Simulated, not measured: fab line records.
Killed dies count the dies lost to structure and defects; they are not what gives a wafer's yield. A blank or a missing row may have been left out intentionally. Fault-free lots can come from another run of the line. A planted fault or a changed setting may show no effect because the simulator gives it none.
Chamber matching    flow nand_harc    NHARC_A_CHANNEL_FILL_D1_CMP_10 on cmp-01: 4 sister chambers
The step polishes, target thk 150 nm. 18 wafers are shown with their chamber, then 9 later ones without.

## WAFERS WITH THEIR CHAMBER
wafer   chamber  motor_current_A (A)  time_to_endpoint_s (s)  slurry_filter_dp_kPa (kPa)
L074.2  3        12.6                 11.4                    13.55
L074.3  2        12.6                 17.9                    13.45
L074.5  0        11.0                 13.1                    13.45
L077.2  0        11.1                 12.0                    13.43
L077.3  2        12.3                 16.4                    13.47
L077.6  3        11.9                 10.2                    13.64
L078.1  1        15.4                 11.4                    13.40
L078.3  2        12.6                 18.0                    13.46
L078.5  1        15.7                 13.2                    13.52
L079.1  0        12.0                 13.8                    13.44
L079.5  3        11.4                 12.0                    13.71
L079.6  0        11.5                 12.4                    13.58
L084.3  2        12.9                 20.6                    13.59
L084.4  0        11.1                 14.5                    13.24
L084.6  2        12.6                 17.1                    13.49
L083.1  3        12.2                 14.5                    13.62
L083.2  1        14.5                 12.2                    13.57
L083.6  3        12.3                 12.3                    13.56

SIGNATURES (averages over the wafers above)
reading               chamber 0  chamber 1  chamber 2  chamber 3  scatter within a chamber
motor_current_A       11.340     15.200     12.600     12.080     0.421
time_to_endpoint_s    13.160     12.267     18.000     12.080     1.36
slurry_filter_dp_kPa  13.4280    13.4967    13.4920    13.6160    0.0862
Rule: for a wafer and a chamber, the distance is found by dividing, reading by reading, the gap between the wafer's reading and the chamber's mean by the reading's scatter, squaring, summing and taking the root. The wafer belongs to the nearest chamber; if the next one is less than 2 further off, it can't be placed. The scatter: the root of (the sum of the squares of (reading less its chamber's mean) over the shown wafers, divided by (wafers less chambers)).

## WAFERS WITHOUT THEIR CHAMBER
wafer   motor_current_A (A)  time_to_endpoint_s (s)  slurry_filter_dp_kPa (kPa)
L088.2  11.7                 12.3                    13.28
L088.4  15.3                 14.5                    13.83
L088.5  14.5                 11.5                    13.30
L090.3  12.9                 18.9                    13.76
L090.5  12.7                 13.1                    13.55
L090.6  12.6                 19.0                    13.41
L094.4  11.3                 12.6                    13.44
L094.5  13.5                 17.1                    13.56
L094.6  15.6                 10.7                    13.39

## WHICH CHAMBER EACH WENT THROUGH
wafer   from the rows above           in truth
L088.2  can't be placed: 0 or 3       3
L088.4  1                             1
L088.5  1                             1
L090.3  2                             2
L090.5  can't be placed: 3 or 0 or 2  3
L090.6  2                             2
L094.4  0                             0
L094.5  2                             2
L094.6  1                             1
Correctly placed: 7 of 9. These rows do not allow placing 2 (true chamber among the candidates in 2). 0 placed wrongly.
